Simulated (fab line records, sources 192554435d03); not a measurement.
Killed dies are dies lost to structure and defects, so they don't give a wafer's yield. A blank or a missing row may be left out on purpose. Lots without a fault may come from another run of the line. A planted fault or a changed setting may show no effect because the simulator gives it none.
A struck lot beside a sound one | flow n5_finfet | 29 steps out of a route of 1938
Sound: wafers L831.1, L831.3, L831.5. Struck: wafers L838.1, L838.2, L838.4. The cause comes at the end.
At each step with rows: each side's tool, then ch and its chambers, then its first start. Under that, the readings that differ: sound wafers | struck wafers | difference of the means | sigmas: that difference in standard deviations of wafers without a fault.
alike: readings whose means differ by less than 2 such deviations, and words and numbers that are the same on both sides. not compared: withheld readings, readings that some wafer has no value for, bounds like >300 that may hide the same value, and numbers for which the record gives no deviation and whose values overlap.
The two part at a step that has a row with sigmas, a row that says differs or no value, or rows on one side only. Numbers that don't overlap but have no deviation are shown without sigmas and don't part them. A reading that every wafer of one side lacks parts them only if that side has two wafers or more.

first, 9 steps without rows for these wafers: N5_BEOL_M5_COAT_60 (time 60 s, resist thk 12 nm); N5_BEOL_M5_COAT_71 (time 60 s, resist thk 5 nm); N5_BEOL_M5_COAT_05 (resist thk 30 nm); N5_BEOL_M5_EBR_07; N5_BEOL_M5_SOFTBAKE_06 (time 60 s); N5_BEOL_M5_EXPOSE_08 (exposes mask M5, target cd 28 nm); N5_BEOL_M5_PEB_09 (peb time 60 s); N5_BEOL_M5_DEVELOP_10 (develop time 30 s); N5_BEOL_M5_DESCUM_16 (chemistry O2, time 7 s).
N5_BEOL_M5_ETCH_72: etches underlayer in N2/H2, target depth 6.5 nm, time 5.2 s.
  sound on rie_diel-02 ch 1,3, day 10 01:42; struck on rie_diel-02 ch 0,2,3, day 12 18:50
  alike: drypump_motor_current_A, etch_rf_on_time_s, n2_flow_sccm, oes_product_au, rf_vpp_V, showerhead_plenum_p_Torr, throttle_valve_pct
  not compared: rf_hours_counter_h
then, 16 steps without rows for these wafers: N5_BEOL_M5_ETCH_61 (etches SiARC in CF4, target depth 15.6 nm, time 26 s); N5_BEOL_M5_ETCH_62 (etches SOC in N2/H2, target depth 75 nm, overetch 15 nm, time 112.5 s); N5_BEOL_M5_STRIP_63 (strips in N2/H2); N5_BEOL_M5_STRIP_73 (strips in N2/H2); N5_BEOL_M5_STRIP_64 (strips in CF4); N5_BEOL_M5_HM_OPEN_17 (chemistry Cl2/BCl3, target TiN, target depth 20 nm, overetch 6 nm); N5_BEOL_M5_STRIP_19 (strips in O2); N5_BEOL_M5_COAT_65 (time 60 s, resist thk 60 nm); N5_BEOL_M5_COAT_66 (time 60 s, resist thk 12 nm); N5_BEOL_M5_COAT_74 (time 60 s, resist thk 5 nm); N5_BEOL_M5_COAT_22 (resist thk 30 nm); N5_BEOL_M5_EBR_24; N5_BEOL_M5_SOFTBAKE_23 (time 60 s); N5_BEOL_M5_EXPOSE_25 (exposes mask V4, defocus 10 nm); N5_BEOL_M5_PEB_26 (peb time 60 s); N5_BEOL_M5_DEVELOP_27 (develop time 30 s).
N5_BEOL_M5_INSPECT_30: inspects for defects (brightfield).
  sound on defect_inspect-01, day 10 03:58; struck on defect_inspect-01, day 12 21:14
  reading          | sound       | struck      | difference | sigmas
  raw_defect_count | 362 383 389 | 763 696 804 | +376       | +3
then, 1 step without rows for these wafers: N5_BEOL_M5_DESCUM_33 (chemistry O2, time 7 s).
-- the record jumps here: 4 days lie between the struck wafers' starts before and after (it left off in module BEOL_M5 and takes up again in module PASSIVATION, whose first step shown is number 1936 of the route) --
N5_PASSIVATION_PROBE_49:
  the record has rows for the struck wafers here (prober-01, day 16 14:46) and none for the sound ones

WHERE THEY PART
First at N5_BEOL_M5_INSPECT_30; last, within this record, at N5_PASSIVATION_PROBE_49.

WHY: what the simulator had put in
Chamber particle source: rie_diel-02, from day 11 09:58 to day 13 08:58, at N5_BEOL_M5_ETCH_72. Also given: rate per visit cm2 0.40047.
